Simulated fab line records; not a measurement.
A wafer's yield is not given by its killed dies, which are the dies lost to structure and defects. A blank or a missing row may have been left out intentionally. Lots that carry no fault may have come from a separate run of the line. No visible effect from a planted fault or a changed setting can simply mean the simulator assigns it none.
fab line records	flow nandHarc
[record] lots = 12	wafers = 36	lastDay = 33
route steps=1302 shown THIN_TSV@1265 END@1302
lots that met no fault: from a run of the same line without faults
startH: start of the lot's first displayed wafer, in hours after the record's first day	waitH: hours since the lot's step before	" identical to the entry in the row above	L1.1+2: one row covering several wafers at once	- no value, or no start was given	* or withheld: withheld	< > ~ a bound
route shown NAME@n: a module of which the file shows steps, and the number in the route of the first	usual: average and standard deviation across the fault-free wafers	same: alike in all rows	chamber/n: place in a boat	sites: the reading at each site	_std_site: how widely they spread, as a standard deviation	_edge_site: the outer-site mean with the inner-site mean subtracted	radiusMm: for every site, how far away it sits from the centre of the wafer	mask NAME#n: copy n	behind: tool/chamber where the wafer was last shaped	hold: the reason the lot was held/the length of the hold in hours/how it ended	device: the n, p or np transistor that did not switch	end of line: tests run on the same wafers once the route is complete	a step with no rows: only its recipe	killed: at the first sort, the dies lost to defects and structure; wafer yield is something else	map: dies across one wafer; x = killed, . = not, _ = none there
set.NAME: the setting the step ran with; set.NAME@STEP: the setting that earlier step ran with	model.NAME: the simulator's own value behind a step, which no gauge read
a sample of lots followed through the steps of the route, with each step as a table and each wafer as a row
services: from which hour (startH, from the record's first day; less than 0 if before it) a tool's chamber was out of use, for how many hours, and why
[[steps]]
[step NHARC_THIN_TSV_STRIP_45]
[recipe] powerW = 1500	tempC = 250	chemistry = O2
[usual] drypumpMotorCurrentA = 5.9/0.65	heaterPowerW = 322/16
lot.wafer	tool	chamber	startH	waitH	drypumpMotorCurrentA	heaterPowerW	rfHoursCounterH
L106.1	plasmaAsher-02	0	565.83	0.1	6.4	344	27
L106.6	"	1	"	"	6.7	357	-
L106.5	"	0	"	"	6.4	340	-
L107.3	plasmaAsher-02	1	578.53	0.2	6.7	364	-
L107.5	"	0	"	"	6.3	336	-
L107.6	"	1	"	"	6.7	360	-
L110.2	plasmaAsher-01	1	584.16	0.2	5.1	311	10
L110.1	"	0	"	"	6.2	327	10
L110.5	"	0	"	"	6.2	323	-
L109.1	plasmaAsher-01	0	585.28	0.1	6.3	312	10
L109.4	"	0	"	"	6.3	313	-
L109.5	"	0	"	"	6.3	322	-
L111.2	plasmaAsher-01	1	600.89	0.1	5.1	316	13
L111.4	"	1	"	"	5.1	312	-
L111.3	"	0	"	"	6.3	324	-
L112.4	plasmaAsher-01	0	632.74	0.2	6.2	326	-
L112.3	"	1	"	"	5.0	313	-
L112.6	"	0	"	"	6.2	325	-
L115.2	plasmaAsher-01	0	650.25	0.1	6.2	324	27
L115.3	"	1	"	"	5.1	315	-
L115.6	"	0	"	"	6.2	318	-
L117.3	plasmaAsher-02	1	657.61	0.2	6.6	316	-
L117.5	"	0	"	"	6.4	327	-
L117.6	"	1	"	"	6.7	319	-
L118.4	plasmaAsher-01	1	658.76	0.2	5.1	302	-
L118.3	"	0	"	"	6.3	329	-
L118.5	"	1	"	"	5.0	309	-
L125.4	plasmaAsher-01	0	757.05	0.2	6.2	329	-
L125.6	"	0	"	"	6.2	324	-
L125.5	"	1	"	"	5.0	300	-
L127.4	plasmaAsher-02	0	766.97	0.2	6.4	326	-
L127.3	"	1	"	"	6.7	321	-
L127.5	"	0	"	"	6.4	325	-
L128.4	plasmaAsher-01	1	768.24	0.2	5.0	303	-
L128.5	"	0	"	"	6.2	321	-
L128.6	"	1	"	"	5.0	301	-
[step NHARC_THIN_TSV_DEP_47]
[recipe] targetThkA = 2000	tempC = withheld	pressureTorr = 6.5	rfW = 900	teosFlowSccm = 161.4	flowSccm = 2650	targetThkNm = 200	gas = O2	material = SiO2
[usual] throttleValvePct = 15.8/0.68
lot.wafer	tool	chamber	startH	waitH	sinceWetCleanH	throttleValvePct
L106.1	pecvd-02	0	566.62	-	145	16.1
L106.6	"	2	"	"	-	15.3
L106.5	"	0	"	"	-	16.2
L107.3	pecvd-02	0	579.19	-	158	16.0
L107.6	"	1	"	"	-	15.3
L107.5	"	2	"	"	-	15.5
L110.1	pecvd-02	0	584.97	-	164	16.1
L110.2	"	2	"	"	164	15.9
L110.5	"	1	"	"	-	15.4
L109.1	pecvd-01	2	586.15	-	81	16.7
L109.4	"	1	"	"	-	15.4
L109.5	"	0	"	"	-	15.9
L111.2	pecvd-03	0	601.68	-	42	16.0
L111.3	"	1	"	"	42	15.3
L111.4	"	2	"	"	-	17.4
L112.3	pecvd-01	0	633.53	-	128	16.2
L112.4	"	1	"	"	-	15.4
L112.6	"	0	"	"	-	16.1
L115.3	pecvd-01	0	651.10	-	146	16.1
L115.2	"	1	"	"	146	15.4
L115.6	"	1	"	"	-	15.6
L117.3	pecvd-01	0	658.42	-	153	16.0
L117.6	"	1	"	"	-	15.3
L117.5	"	2	"	"	-	16.6
L118.3	pecvd-02	1	659.51	-	57	15.3
L118.5	"	1	"	"	-	15.1
L118.4	"	2	"	"	-	15.2
L125.5	pecvd-02	1	757.90	-	-	15.3
L125.4	"	2	"	"	-	15.0
L125.6	"	0	"	"	-	15.9
L127.3	pecvd-02	2	767.72	-	165	15.2
L127.5	"	1	"	"	-	15.3
L127.4	"	2	"	"	-	14.8
L128.4	pecvd-01	1	769.03	-	-	15.0
L128.5	"	2	"	"	-	16.4
L128.6	"	0	"	"	-	15.9
[step NHARC_THIN_TSV_PRE_CLEAN_50]
[recipe] timeS = 30	tempC = 280	gas = H2/He
[usual] heaterPowerW = 400/46	susceptorTempC = 279.98/0.16
[same] timeS = 30
lot.wafer	tool	chamber	startH	waitH	heaterPowerW	susceptorTempC
L106.1	pvdSputter-02	-	-	-	401	280.37
L106.6	"	-	"	"	402	280.19
L106.5	"	-	"	"	380	279.98
L107.3	pvdSputter-01	-	-	-	388	280.12
L107.5	"	-	"	"	385	279.60
L107.6	"	-	"	"	373	280.17
L110.2	pvdSputter-02	-	-	-	504	-
L110.1	"	-	"	"	407	-
L110.5	"	-	"	"	368	-
L109.1	pvdSputter-03	-	-	-	427	280.16
L109.4	"	-	"	"	486	280.00
L109.5	"	-	"	"	403	279.93
L111.2	pvdSputter-01	-	-	-	392	280.04
L111.3	"	-	"	"	386	280.10
L111.4	"	-	"	"	407	279.89
L112.4	pvdSputter-03	-	-	-	425	280.03
L112.3	"	-	"	"	486	279.93
L112.6	"	-	"	"	403	279.98
L115.3	pvdSputter-03	-	-	-	481	279.89
L115.2	"	-	"	"	392	279.98
L115.6	"	-	"	"	409	279.93
L117.3	pvdSputter-03	-	-	-	399	279.84
L117.5	"	-	"	"	402	280.20
L117.6	"	-	"	"	483	280.04
L118.3	pvdSputter-03	-	-	-	476	279.95
L118.4	"	-	"	"	403	279.93
L118.5	"	-	"	"	382	279.95
L125.4	pvdSputter-02	-	-	-	379	279.82
L125.5	"	-	"	"	310	279.57
L125.6	"	-	"	"	509	279.93
L127.4	pvdSputter-03	-	-	-	374	280.18
L127.3	"	-	"	"	408	280.22
L127.5	"	-	"	"	377	279.90
L128.4	pvdSputter-02	-	-	-	406	279.90
L128.6	"	-	"	"	395	279.99
L128.5	"	-	"	"	383	280.12
[step NHARC_THIN_TSV_ANNEAL_58]
[recipe] tempC = 400	timeS = 1800
[usual] spikeTcBottomC = 419/3.5	spikeTcCentreC = 399.2/1.5	spikeTcLowerC = 401.1/0.92	spikeTcTopC = 428.2/1.4	spikeTcUpperC = 399.0/1.5	zonePowerUpperPct = 4.46/0.27
[same] timeS = 1800
lot.wafer	tool	chamber	startH	waitH	spikeTcBottomC	spikeTcCentreC	spikeTcLowerC	spikeTcTopC	spikeTcUpperC	zonePowerUpperPct
L106.1	furnace-07	0	575.21	3.1	417	398.1	399.3	428.7	398.2	4.48
L106.5	"	0	"	"	417	398.0	400.3	428.5	400.2	4.46
L106.6	"	0	"	"	416	398.3	401.0	427.8	400.6	4.46
L107.3	furnace-07	0	591.11	6.4	417	398.7	400.3	428.8	400.1	4.44
L107.5	"	0	"	"	416	399.4	401.0	427.8	399.4	4.46
L107.6	"	0	"	"	417	398.8	400.8	428.0	399.5	4.48
L110.1	furnace-07	0	591.11	0.6	415	396.9	401.1	428.7	399.3	4.47
L110.2	"	0	"	"	415	398.8	400.4	427.9	398.0	4.51
L110.5	"	0	"	"	419	398.9	402.6	428.6	400.0	4.51
L109.1	furnace-07	0	594.69	3.1	417	400.3	401.4	429.0	398.3	4.42
L109.4	"	0	"	"	416	399.6	402.3	425.9	399.9	4.46
L109.5	"	0	"	"	416	397.9	401.8	427.3	398.4	4.49
L111.2	furnace-06	0	615.23	3.7	423	404.0	401.6	426.4	397.4	3.87
L111.3	"	0	"	"	422	402.2	402.0	426.1	395.6	4.03
L111.4	"	0	"	"	423	401.2	400.4	428.4	398.0	3.93
L112.3	furnace-07	0	640.73	1.8	415	398.4	400.3	430.4	397.9	4.43
L112.4	"	0	"	"	416	399.3	400.2	428.1	399.3	4.47
L112.6	"	0	"	"	418	398.0	402.2	427.2	397.4	4.48
L115.2	furnace-07	0	659.79	3.1	439	422.1	424.5	450.5	423.1	4.81
L115.3	"	0	"	"	439	422.9	424.7	451.2	423.1	4.95
L115.6	"	0	"	"	439	422.1	424.2	449.3	425.0	4.90
L117.3	furnace-07	0	667.78	3.9	439	421.4	425.6	451.1	424.3	4.90
L117.5	"	0	"	"	439	421.2	425.5	452.4	422.0	4.85
L117.6	"	0	"	"	439	422.2	425.0	452.4	424.7	4.85
L118.3	furnace-07	0	667.78	2.8	440	421.8	424.2	449.6	423.1	4.92
L118.4	"	0	"	"	441	423.3	424.4	452.2	422.8	5.00
L118.5	"	0	"	"	441	423.6	425.0	450.5	422.6	5.00
L125.4	furnace-02	0	767.94	3.1	424	397.8	401.8	428.6	400.0	4.86
L125.5	"	0	"	"	424	397.4	401.6	429.2	399.6	4.97
L125.6	"	0	"	"	423	398.4	400.4	430.5	400.3	4.91
L127.3	furnace-07	0	776.26	3.1	417	400.4	398.9	428.7	398.6	4.40
L127.4	"	0	"	"	417	399.2	401.1	427.6	398.4	4.51
L127.5	"	0	"	"	415	397.9	402.2	427.1	399.7	4.45
L128.4	furnace-07	0	776.26	1.6	416	399.3	402.1	428.4	398.9	4.48
L128.5	"	0	"	"	418	397.7	400.0	428.6	398.2	4.45
L128.6	"	0	"	"	416	398.0	401.1	427.1	399.1	4.35
[step NHARC_END_SORT_01]
[recipe] tempC = 25
[usual] defectLimitedYield = 91.9/2.9	killedAtArray = 50/20	killedAtOther = 1.2/1.5	killedAtPeriphery = 3.6/2.6	killedDies = 55/20	killedOpen = 3.4/2	killedShort = 2.7/1.6	sort_bin_2_pct = 2.9/1.3	sort_bin_3_pct = 0.6/0.38	sort_bin_4_pct = 4.6/1.6	sortNPass = 622/20	sortRimYieldPct = 93/3.8	sortYieldPct = 91.9/2.9
[same] grossDies = 677	sort_bin_5_pct[%] = 0	sort_bin_6_pct[%] = 0	sort_bin_7_pct[%] = 0	sort_bin_8_pct[%] = 0	sortRimNGross = 106.00
lot.wafer	tool	chamber	startH	waitH	defectLimitedYield[%]	killedAtArray	killedAtOther	killedAtPeriphery	killedDies	killedOpen	killedShort	sort_bin_2_pct[%]	sort_bin_3_pct[%]	sort_bin_4_pct[%]	sortNPass	sortRimYieldPct[%]	sortYieldPct[%]
L106.1	prober-02	0	581.98	2.5	87.4	83	2	0	85	3	1	4.9	1.5	6.2	592	98	87.4
L106.5	prober-02	0	585.22	3.7	83.9	104	2	3	109	2	5	6.1	1.0	9.0	568	90	83.9
L106.6	prober-02	0	586.02	4.0	85.2	97	0	3	100	4	4	7.4	1.0	6.4	577	95	85.2
L110.1	prober-01	0	595.56	2.5	90.5	63	0	1	64	2	4	2.8	0.6	6.1	613	92	90.5
L110.2	prober-01	0	596.35	2.8	90.3	65	0	1	66	1	0	3.7	0.3	5.8	611	95	90.3
L110.5	prober-01	0	598.71	3.6	90.5	61	1	2	64	1	2	3.0	0.9	5.6	613	90	90.5
L107.3	prober-02	0	597.23	3.1	91.4	53	0	5	58	3	1	3.8	0.9	3.8	619	92	91.4
L107.5	prober-02	0	598.82	3.7	89.5	66	1	4	71	1	5	4.3	0.9	5.3	606	97	89.5
L107.6	prober-02	0	599.61	4.0	90.7	57	0	6	63	4	0	3.7	0.1	5.5	614	90	90.7
L109.1	prober-01	0	603.29	2.5	91.1	55	4	1	60	1	1	3.4	0.3	5.2	617	92	91.1
L109.4	prober-01	0	605.69	3.4	92.2	49	4	0	53	2	1	2.1	0.9	4.9	624	91	92.2
L109.5	prober-01	0	606.49	3.7	90.3	57	5	4	66	4	5	4.1	0.3	5.3	611	88	90.3
L111.2	prober-02	0	620.55	2.8	91.7	51	0	5	56	1	3	2.4	0.9	5.0	621	90	91.7
L111.3	prober-02	0	621.34	3.1	90.7	59	0	4	63	3	6	3.2	0.9	5.2	614	96	90.7
L111.4	prober-02	0	622.12	3.4	91.1	57	0	3	60	2	2	3.7	0.3	4.9	617	89	91.1
L112.3	prober-02	0	646.86	3.1	90.1	63	0	4	67	7	4	3.5	0.7	5.6	610	90	90.1
L112.4	prober-02	0	647.66	3.4	89.5	69	0	2	71	1	3	3.8	1.5	5.2	606	97	89.5
L112.6	prober-02	0	649.27	4.0	91.0	59	0	2	61	5	2	3.8	0.7	4.4	616	91	91.0
L115.2	prober-02	0	665.18	2.9	93.4	41	0	4	45	3	3	2.8	0.6	3.2	632	99	93.4
L115.3	prober-02	0	666.00	3.2	93.8	40	0	2	42	3	2	1.9	0.7	3.5	635	98	93.8
L115.6	prober-02	0	668.45	4.1	92.0	50	2	2	54	3	4	2.8	0.7	4.4	623	95	92.0
L118.3	prober-02	0	673.84	3.1	88.0	77	1	3	81	2	4	6.4	0.6	5.0	596	94	88.0
L118.4	prober-02	0	674.63	3.4	88.6	70	4	3	77	4	2	4.4	0.9	6.1	600	86	88.6
L118.5	prober-02	0	675.43	3.7	85.5	95	2	1	98	5	3	4.1	0.6	9.7	579	92	85.5
L117.3	prober-01	0	673.86	3.1	93.5	40	0	4	44	3	8	2.4	1.0	3.1	633	91	93.5
L117.5	prober-01	0	675.45	3.7	94.8	30	1	4	35	4	2	1.6	0.1	3.4	642	98	94.8
L117.6	prober-01	0	676.24	4.0	96.6	19	0	4	23	2	5	1.0	0.1	2.2	654	87	96.6
L125.4	prober-02	0	774.88	3.4	88.6	69	4	4	77	1	3	3.8	1.3	6.2	600	88	88.6
L125.5	prober-02	0	775.68	3.7	94.4	31	3	4	38	4	3	2.1	0.4	3.1	639	89	94.4
L125.6	prober-02	0	776.48	4.0	89.1	66	1	7	74	2	3	4.6	0.7	5.6	603	92	89.1
L127.3	prober-01	0	782.35	3.1	91.4	52	0	6	58	3	4	2.5	1.2	4.9	619	95	91.4
L127.4	prober-01	0	783.15	3.4	93.2	37	1	8	46	6	0	2.4	0.3	4.1	631	88	93.2
L127.5	prober-01	0	783.95	3.7	91.6	55	0	2	57	2	1	2.8	0.4	5.2	620	92	91.6
L128.4	prober-02	0	783.12	3.4	95.9	26	1	1	28	0	2	1.0	0.6	2.5	649	90	95.9
L128.5	prober-02	0	783.92	3.7	88.3	67	6	6	79	8	1	3.2	0.7	7.7	598	86	88.3
L128.6	prober-02	0	784.71	4.0	91.3	55	0	4	59	6	5	3.0	0.9	4.9	618	87	91.3
// killed by level:class
L106.1 A_CHANNEL_HOLE_D1:chamberFilmFlake=36 A_CHANNEL_HOLE_D2:chamberFilmFlake=22 A_SLIT:chamberFilmFlake=14 A_ONON_D1:geometricParticle:open=2 A_DECK1_JOINT:chamberFilmFlake=2 A_STAIRCASE:chamberFilmFlake=2 THIN_TSV:chamberFilmFlake=2 A_DECK1_JOINT:geometricParticle:open=1
L106.5 A_CHANNEL_HOLE_D1:chamberFilmFlake=42 A_CHANNEL_HOLE_D2:chamberFilmFlake=40 A_SLIT:chamberFilmFlake=8 A_DECK1_JOINT:chamberFilmFlake=3 A_CHANNEL_FILL_D1:geometricParticle:short=2 P_ZERO_WELL:chamberFilmFlake=2 THIN_TSV:chamberFilmFlake=2 A_CONTACT:chamberFilmFlake=2
L106.6 A_CHANNEL_HOLE_D1:chamberFilmFlake=29 A_CHANNEL_HOLE_D2:chamberFilmFlake=25 A_SLIT:chamberFilmFlake=23 A_CONTACT:chamberFilmFlake=4 A_M1:chamberFilmFlake=3 A_DECK1_JOINT:chamberFilmFlake=2 A_STAIRCASE:chamberFilmFlake=2 A_ONON_D1:geometricParticle:short=1
L110.1 A_CHANNEL_HOLE_D2:chamberFilmFlake=31 A_STAIRCASE:chamberFilmFlake=11 A_SLIT:chamberFilmFlake=9 A_CHANNEL_HOLE_D1:chamberFilmFlake=3 A_CHANNEL_FILL_D1:geometricParticle:short=2 A_SGD_CUT:chamberFilmFlake=2 P_CONTACT:geometricParticle:open=1 A_SGD_CUT:geometricParticle:open=1
L110.2 A_CHANNEL_HOLE_D2:chamberFilmFlake=26 A_SLIT:chamberFilmFlake=24 A_STAIRCASE:chamberFilmFlake=7 A_ZERO_WELL:chamberFilmFlake=3 A_DECK1_JOINT:chamberFilmFlake=2 A_SGD_CUT:geometricParticle:open=1 P_GATE:chamberFilmFlake=1 A_CHANNEL_HOLE_D1:chamberFilmFlake=1
L107.3 A_CHANNEL_HOLE_D2:chamberFilmFlake=33 A_SLIT:chamberFilmFlake=6 P_BONDPAD:chamberFilmFlake=3 A_STAIRCASE:chamberFilmFlake=3 A_CONTACT:chamberFilmFlake=3 A_CHANNEL_FILL_D1:geometricParticle:open=2 A_DECK1_JOINT:chamberFilmFlake=2 P_CONTACT:geometricParticle:open=1
L110.5 A_CHANNEL_HOLE_D2:chamberFilmFlake=34 A_STAIRCASE:chamberFilmFlake=10 A_SLIT:chamberFilmFlake=5 A_DECK1_JOINT:chamberFilmFlake=4 A_CHANNEL_HOLE_D1:chamberFilmFlake=2 A_SGD_CUT:chamberFilmFlake=2 A_CONTACT:chamberFilmFlake=2 P_CONTACT:geometricParticle:short=1
L107.5 A_CHANNEL_HOLE_D2:chamberFilmFlake=31 A_SLIT:chamberFilmFlake=22 A_M0:chamberFilmFlake=5 P_BONDPAD:chamberFilmFlake=3 A_STAIRCASE:chamberFilmFlake=2 P_CONTACT:geometricParticle:short=1 A_ONON_D1:geometricParticle:short=1 A_CHANNEL_HOLE_D1:geometricParticle:short=1
L107.6 A_CHANNEL_HOLE_D2:chamberFilmFlake=38 A_SLIT:chamberFilmFlake=8 A_CHANNEL_HOLE_D1:chamberFilmFlake=4 A_M0:chamberFilmFlake=3 P_GATE:chamberFilmFlake=2 P_BONDPAD:chamberFilmFlake=2 A_STAIRCASE:chamberFilmFlake=2 P_M0:geometricParticle:open=1
L109.1 A_CHANNEL_HOLE_D1:chamberFilmFlake=31 A_CHANNEL_HOLE_D2:chamberFilmFlake=13 THIN_TSV:chamberFilmFlake=4 A_STAIRCASE:chamberFilmFlake=3 A_CONTACT:chamberFilmFlake=3 A_CHANNEL_FILL_D1:chamberFilmFlake=2 P_STI:geometricParticle:open=1 A_CHANNEL_FILL_D1:geometricParticle:short=1
L109.4 A_CHANNEL_HOLE_D1:chamberFilmFlake=33 A_CHANNEL_HOLE_D2:chamberFilmFlake=5 A_STAIRCASE:chamberFilmFlake=4 THIN_TSV:chamberFilmFlake=2 A_ONON_D2:geometricParticle:open=1 A_CONTACT:geometricParticle:short=1 STARTING-WAFER:geometricParticle:open=1 A_ZERO_WELL:chamberFilmFlake=1
L109.5 A_CHANNEL_HOLE_D1:chamberFilmFlake=34 A_CHANNEL_HOLE_D2:chamberFilmFlake=7 THIN_TSV:chamberFilmFlake=5 A_STAIRCASE:chamberFilmFlake=4 A_CONTACT:chamberFilmFlake=3 P_CONTACT:geometricParticle:open=2 A_CHANNEL_FILL_D2:geometricParticle:short=2 P_STI:geometricParticle:open=1
L111.2 A_CHANNEL_HOLE_D1:chamberFilmFlake=31 A_CHANNEL_HOLE_D2:chamberFilmFlake=4 A_STAIRCASE:chamberFilmFlake=4 P_GATE:chamberFilmFlake=3 A_CONTACT:chamberFilmFlake=3 A_SGD_CUT:chamberFilmFlake=2 A_BLC:chamberFilmFlake=2 P_M0:geometricParticle:short=1
L111.3 A_CHANNEL_HOLE_D1:chamberFilmFlake=23 A_CHANNEL_HOLE_D2:chamberFilmFlake=10 A_CONTACT:chamberFilmFlake=5 A_BLC:chamberFilmFlake=4 A_WL_FILL:chamberFilmFlake=3 A_STAIRCASE:chamberFilmFlake=3 P_BONDPAD:chamberFilmFlake=2 A_SGD_CUT:chamberFilmFlake=2
L111.4 A_CHANNEL_HOLE_D1:chamberFilmFlake=28 A_CONTACT:chamberFilmFlake=8 A_CHANNEL_HOLE_D2:chamberFilmFlake=5 A_STAIRCASE:chamberFilmFlake=4 P_BONDPAD:chamberFilmFlake=3 A_SGD_CUT:chamberFilmFlake=3 A_WL_FILL:chamberFilmFlake=3 A_SOURCE_PLATE:geometricParticle:short=1
L112.3 A_CHANNEL_HOLE_D2:chamberFilmFlake=34 A_SLIT:chamberFilmFlake=8 A_CONTACT:chamberFilmFlake=8 A_M0:geometricParticle:open=2 P_M2:chamberFilmFlake=2 A_WL_FILL:chamberFilmFlake=2 P_STI:geometricParticle:short=1 P_M0:geometricParticle:open=1
L112.4 A_SLIT:chamberFilmFlake=30 A_CHANNEL_HOLE_D2:chamberFilmFlake=23 A_CONTACT:chamberFilmFlake=6 A_CHANNEL_HOLE_D1:chamberFilmFlake=3 P_GATE:chamberFilmFlake=2 A_CHANNEL_FILL_D1:geometricParticle:short=1 A_DECK1_JOINT:geometricParticle:short=1 A_CONTACT:geometricParticle:open=1
L112.6 A_CHANNEL_HOLE_D2:chamberFilmFlake=35 A_SLIT:chamberFilmFlake=11 A_CONTACT:chamberFilmFlake=5 A_CHANNEL_FILL_D2:geometricParticle:open=2 P_CONTACT:geometricParticle:open=1 A_ONON_D1:geometricParticle:open=1 A_CHANNEL_FILL_D1:geometricParticle:short=1 A_DECK1_JOINT:geometricParticle:short=1
L115.2 A_CHANNEL_HOLE_D1:chamberFilmFlake=35 P_CONTACT:geometricParticle:open=2 P_M1:geometricParticle:short=1 A_CHANNEL_HOLE_D1:geometricParticle:short=1 A_ONON_D2:geometricParticle:short=1 A_M0:geometricParticle:open=1 P_STI:chamberFilmFlake=1 A_SLIT:chamberFilmFlake=1
L115.3 A_CHANNEL_HOLE_D1:chamberFilmFlake=33 A_CONTACT:chamberFilmFlake=2 P_M0:geometricParticle:open=1 A_CHANNEL_HOLE_D1:geometricParticle:open=1 A_CHANNEL_FILL_D1:geometricParticle:open=1 A_CHANNEL_FILL_D1:geometricParticle:short=1 A_M0:geometricParticle:short=1 P_GATE:chamberFilmFlake=1
L115.6 A_CHANNEL_HOLE_D1:chamberFilmFlake=40 A_ZERO_WELL:chamberFilmFlake=2 A_SLIT:chamberFilmFlake=2 THIN_TSV:chamberFilmFlake=2 P_GATE:geometricParticle:short=1 P_CONTACT:geometricParticle:open=1 A_SOURCE_PLATE:geometricParticle:open=1 A_ONON_D1:geometricParticle:short=1
L118.3 A_CHANNEL_HOLE_D1:chamberFilmFlake=29 A_SLIT:chamberFilmFlake=28 A_CONTACT:chamberFilmFlake=5 A_DECK1_JOINT:chamberFilmFlake=4 A_DECK1_JOINT:geometricParticle:short=2 A_STAIRCASE:chamberFilmFlake=2 A_M1:chamberFilmFlake=2 P_M0:geometricParticle:open=1
L117.3 A_CHANNEL_HOLE_D1:chamberFilmFlake=12 A_CONTACT:chamberFilmFlake=10 A_SLIT:chamberFilmFlake=4 A_CHANNEL_HOLE_D2:chamberFilmFlake=4 A_ONON_D1:geometricParticle:short=3 A_DECK1_JOINT:geometricParticle:short=2 P_ZERO_WELL:geometricParticle:short=1 P_M0:geometricParticle:open=1
L118.4 A_CHANNEL_HOLE_D1:chamberFilmFlake=39 A_SLIT:chamberFilmFlake=9 A_CONTACT:chamberFilmFlake=6 THIN_TSV:chamberFilmFlake=4 A_STAIRCASE:chamberFilmFlake=3 A_WL_FILL:chamberFilmFlake=3 A_M1:chamberFilmFlake=3 P_CONTACT:geometricParticle:open=2
L118.5 A_SLIT:chamberFilmFlake=32 A_CHANNEL_HOLE_D1:chamberFilmFlake=30 A_M1:chamberFilmFlake=6 A_ZERO_WELL:chamberFilmFlake=5 A_CONTACT:chamberFilmFlake=5 A_ONON_D1:geometricParticle:open=3 A_WL_FILL:chamberFilmFlake=3 A_CHANNEL_FILL_D1:chamberFilmFlake=2
L117.5 A_CHANNEL_HOLE_D2:chamberFilmFlake=15 A_CHANNEL_HOLE_D1:chamberFilmFlake=5 A_CHANNEL_FILL_D2:chamberFilmFlake=2 A_CONTACT:chamberFilmFlake=2 P_CONTACT:geometricParticle:short=1 P_CONTACT:geometricParticle:open=1 P_M2:geometricParticle:open=1 A_ONON_D1:geometricParticle:short=1
L117.6 A_CHANNEL_HOLE_D2:chamberFilmFlake=7 A_CONTACT:chamberFilmFlake=7 P_M0:geometricParticle:short=2 P_CONTACT:geometricParticle:open=1 A_ONON_D1:geometricParticle:short=1 A_CHANNEL_FILL_D1:geometricParticle:short=1 A_STAIRCASE:geometricParticle:open=1 A_WL_FILL:geometricParticle:short=1
L125.4 A_SLIT:chamberFilmFlake=27 A_CHANNEL_HOLE_D2:chamberFilmFlake=20 A_CHANNEL_HOLE_D1:chamberFilmFlake=7 A_CONTACT:chamberFilmFlake=7 THIN_TSV:chamberFilmFlake=4 A_SGD_CUT:geometricParticle:short=2 P_ZERO_WELL:chamberFilmFlake=2 A_STAIRCASE:chamberFilmFlake=2
L125.5 A_CONTACT:chamberFilmFlake=7 A_SLIT:chamberFilmFlake=7 A_CHANNEL_HOLE_D2:chamberFilmFlake=6 A_STAIRCASE:chamberFilmFlake=3 THIN_TSV:chamberFilmFlake=3 A_CHANNEL_HOLE_D1:chamberFilmFlake=2 P_CONTACT:geometricParticle:open=1 P_CONTACT:geometricParticle:short=1
L125.6 A_SLIT:chamberFilmFlake=20 A_CHANNEL_HOLE_D2:chamberFilmFlake=19 A_CHANNEL_HOLE_D1:chamberFilmFlake=10 A_STAIRCASE:chamberFilmFlake=7 A_CONTACT:chamberFilmFlake=6 P_ZERO_WELL:chamberFilmFlake=4 P_M0:geometricParticle:short=1 P_M2:geometricParticle:open=1
L127.3 A_CHANNEL_HOLE_D1:chamberFilmFlake=17 A_SLIT:chamberFilmFlake=9 A_STAIRCASE:chamberFilmFlake=7 A_CONTACT:chamberFilmFlake=7 P_BONDPAD:chamberFilmFlake=4 A_SGD_CUT:chamberFilmFlake=3 A_CHANNEL_FILL_D1:chamberFilmFlake=2 P_CONTACT:geometricParticle:open=1
L128.4 A_SLIT:chamberFilmFlake=10 A_STAIRCASE:chamberFilmFlake=5 A_CONTACT:chamberFilmFlake=4 A_CHANNEL_HOLE_D1:chamberFilmFlake=2 A_CHANNEL_HOLE_D2:chamberFilmFlake=2 A_CHANNEL_FILL_D2:geometricParticle:short=1 A_WL_FILL:geometricParticle:short=1 P_GATE:chamberFilmFlake=1
L127.4 A_SLIT:chamberFilmFlake=9 A_STAIRCASE:chamberFilmFlake=8 A_CHANNEL_HOLE_D1:chamberFilmFlake=6 P_BONDPAD:chamberFilmFlake=5 A_CONTACT:chamberFilmFlake=4 A_DECK1_JOINT:chamberFilmFlake=3 A_M1:geometricParticle:open=2 P_GATE:chamberFilmFlake=2
L128.5 A_CHANNEL_HOLE_D2:chamberFilmFlake=32 A_SLIT:chamberFilmFlake=14 A_STAIRCASE:chamberFilmFlake=6 A_CONTACT:chamberFilmFlake=6 THIN_TSV:chamberFilmFlake=6 P_M0:geometricParticle:open=3 P_STI:chamberFilmFlake=2 A_ZERO_WELL:chamberFilmFlake=2
L127.5 A_CHANNEL_HOLE_D1:chamberFilmFlake=19 A_SGD_CUT:chamberFilmFlake=9 A_SLIT:chamberFilmFlake=9 A_CONTACT:chamberFilmFlake=7 A_STAIRCASE:chamberFilmFlake=6 A_WL_FILL:chamberFilmFlake=2 P_CONTACT:geometricParticle:open=1 A_CHANNEL_HOLE_D2:geometricParticle:short=1
L128.6 A_SLIT:chamberFilmFlake=25 A_CHANNEL_HOLE_D2:chamberFilmFlake=8 A_CONTACT:chamberFilmFlake=6 A_STAIRCASE:chamberFilmFlake=5 A_CHANNEL_FILL_D2:geometricParticle:open=2 P_GATE:chamberFilmFlake=2 A_CHANNEL_HOLE_D1:chamberFilmFlake=2 P_CONTACT:geometricParticle:short=1
[[services]]
tool	chamber	startH	hours	kind
pecvd-03	-	547.01	13.0	pm
furnace-02	-	566.26	26.0	pm
pvdSputter-01	-	582.00	10.0	pm
pecvd-02	-	589.47	13.0	pm
furnace-02	-	600.23	52.6	repair
plasmaAsher-02	-	603.00	9.0	pm
pvdSputter-02	-	638.21	10.0	pm
pecvd-02	1	640.83	6.4	repair
furnace-06	-	658.80	26.0	pm
pvdSputter-03	-	672.96	2.1	repair
pecvd-01	-	673.27	13.0	pm
furnace-07	-	677.64	1.8	repair
pvdSputter-03	-	678.46	5.5	repair
pvdSputter-02	-	693.21	11.4	repair
plasmaAsher-01	-	703.70	9.0	pm
pvdSputter-03	-	704.09	10.0	pm
pecvd-03	-	704.44	0.2	repair
pecvd-02	2	707.35	4.1	repair
pvdSputter-02	-	716.23	5.9	repair
pecvd-03	-	728.01	13.0	pm
pecvd-03	-	745.51	3.2	repair
pecvd-03	-	759.46	1.2	repair
pvdSputter-01	-	760.00	10.0	pm
pecvd-02	-	770.47	13.0	pm
[[key]]
[firstSign] step = NHARC_THIN_TSV_ANNEAL_58	reading = spikeTcLowerC	direction = up	sigmas = 26	usual = 401.1	struck = 424.8
[effect] step = NHARC_THIN_TSV_ANNEAL_58	reading = spikeTcUpperC	direction = up	sigmas = 17	usual = 399.0	struck = 423.4
metAt NHARC_THIN_TSV_ANNEAL_58
struckLots L115,L117,L118
notActingAt NHARC_THIN_TSV_STRIP_45,NHARC_THIN_TSV_DEP_47,NHARC_THIN_TSV_PRE_CLEAN_50
onsetBetween 640.73 659.79
[fault] kind = processParameterDrift	tool = furnace-07	chamber = -	onsetH = 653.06	steps = NHARC_THIN_TSV_ANNEAL_58	channel = tempC	offset = *	shape = step	endH = 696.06	actsIn = *	stated = *
